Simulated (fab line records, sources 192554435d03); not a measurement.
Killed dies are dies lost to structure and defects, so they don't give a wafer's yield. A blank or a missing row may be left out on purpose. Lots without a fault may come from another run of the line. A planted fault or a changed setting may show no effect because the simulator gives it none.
A struck lot beside a sound one | flow n5_finfet | 36 steps out of a route of 1938
Sound: wafers L458.1, L458.4, L458.6. Struck: wafers L474.2, L474.3, L474.5. The cause comes at the end.
At each step with rows: each side's tool, then ch and its chambers, then its first start. Under that, the readings that differ: sound wafers | struck wafers | difference of the means | sigmas: that difference in standard deviations of wafers without a fault.
alike: readings whose means differ by less than 2 such deviations, and words and numbers that are the same on both sides. not compared: withheld readings, readings that some wafer has no value for, bounds like >300 that may hide the same value, and numbers for which the record gives no deviation and whose values overlap.
The two part at a step that has a row with sigmas, a row that says differs or no value, or rows on one side only. Numbers that don't overlap but have no deviation are shown without sigmas and don't part them. A reading that every wafer of one side lacks parts them only if that side has two wafers or more.

first, 9 steps without rows for these wafers: N5_WELL_APT_COAT_19 (resist thk 950 nm); N5_WELL_APT_EBR_21; N5_WELL_APT_SOFTBAKE_20 (time 60 s); N5_WELL_APT_EXPOSE_22 (exposes mask PWELL, defocus 0 nm, target cd 200 nm); N5_WELL_APT_PEB_23 (peb time 90 s); N5_WELL_APT_DEVELOP_24 (develop time 45 s); N5_WELL_APT_HARDBAKE_29 (time 120 s); N5_WELL_APT_DESCUM_30 (chemistry O2, time 7.9 s); N5_WELL_APT_IMPLANT_31.
N5_WELL_APT_IMPLANT_32:
  sound on implanter-02 ch 0, day 1 21:38; struck on implanter-01 ch 0, day 5 21:19
  reading            | sound                            | struck                           | difference  | sigmas
  dose_ions_cm2      | 2.0008e+13 2.0002e+13 2.0021e+13 | 2.4328e+13 2.4328e+13 2.4294e+13 | +4.3063e+12 | +99 or more
  faraday_current_uA | 258 260 255                      | 305 300 315                      | +49         | +10
  alike: rotation_deg
then, 25 steps without rows for these wafers: N5_WELL_APT_STRIP_33 (strips in SPM, time 900 s); N5_WELL_APT_RTA_34 (time 10 s); N5_WELL_APT_OXIDE_STRIP_42 (strips SiO2 in dHF, time 45 s, target depth 12 nm); N5_WELL_APT_PRECLEAN_36 (cleans in O3/DIW, time 45 s); N5_WELL_APT_PRECLEAN_39 (cleans in dHF, time 60 s); N5_WELL_APT_SRD_37 (time 30 s); N5_WELL_APT_EPI_41 (deposits Si from SiH4/H2, target thk 50 nm, time 297.7 s); N5_PMOS_HMC_CHANNEL_EPI_HM_DEP_34 (deposits SiO2 from TEOS/O2, target thk 36 nm, time 6.9 s); N5_PMOS_HMC_CHANNEL_EPI_COAT_31 (time 60 s, resist thk 66 nm); N5_PMOS_HMC_CHANNEL_EPI_COAT_03 (resist thk 205 nm); N5_PMOS_HMC_CHANNEL_EPI_EBR_05; N5_PMOS_HMC_CHANNEL_EPI_SOFTBAKE_04 (time 60 s); N5_PMOS_HMC_CHANNEL_EPI_EXPOSE_06 (exposes mask PMOS HMC BLK, target cd 240 nm); N5_PMOS_HMC_CHANNEL_EPI_PEB_07 (peb time 60 s); N5_PMOS_HMC_CHANNEL_EPI_DEVELOP_08 (develop time 30 s); N5_PMOS_HMC_CHANNEL_EPI_DESCUM_14 (chemistry O2, time 7.9 s); N5_PMOS_HMC_CHANNEL_EPI_ETCH_32 (etches BARC in N2/H2, stops on SiO2, target depth 85.8 nm, time 50.3 s); N5_PMOS_HMC_CHANNEL_EPI_HM_OPEN_15 (chemistry CHF3/O2, target SiO2, target depth 40.6 nm, time 20.3 s); N5_PMOS_HMC_CHANNEL_EPI_STRIP_33 (strips in N2/H2); N5_PMOS_HMC_CHANNEL_EPI_STRIP_17 (strips in SPM, time 750 s); N5_PMOS_HMC_CHANNEL_EPI_ETCH_38 (etches SiO2 in CF4, target depth 1.5 nm); N5_PMOS_HMC_CHANNEL_EPI_FIN_RECESS_16 (chemistry HBr/Cl2, target Si, target depth 54 nm, time 18 s); N5_PMOS_HMC_CHANNEL_EPI_PRECLEAN_36 (cleans in O3/DIW, time 45 s); N5_PMOS_HMC_CHANNEL_EPI_PRECLEAN_18 (cleans in DHF, time 30 s); N5_PMOS_HMC_CHANNEL_EPI_SRD_19 (time 30 s).
-- the record jumps here: 7 days lie between the struck wafers' starts before and after (it left off in module PMOS_HMC_CHANNEL_EPI and takes up again in module BEOL_M4, whose first step shown is number 1111 of the route) --
N5_BEOL_M4_RC_MEAS_101:
  sound on prober-02 ch 0, day 9 11:40; struck on prober-02 ch 0, day 13 04:00
  reading | sound          | struck         | difference | sigmas
  CJ_N    | 4.31 4.41 4.37 | 4.85 4.74 4.71 | +0.40      | +5
  alike: DIBL_N, DIBL_P, IOFF_N, IOFF_P, ION_N, ION_P, SS_N, SS_P, VT_N, VT_P

WHERE THEY PART
First at N5_WELL_APT_IMPLANT_32; last, within this record, at N5_BEOL_M4_RC_MEAS_101.

WHY: what the simulator had put in
Process parameter drift: implanter-01, from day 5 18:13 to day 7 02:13, at N5_WELL_APT_IMPLANT_32. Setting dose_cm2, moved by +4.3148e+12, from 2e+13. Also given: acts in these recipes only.
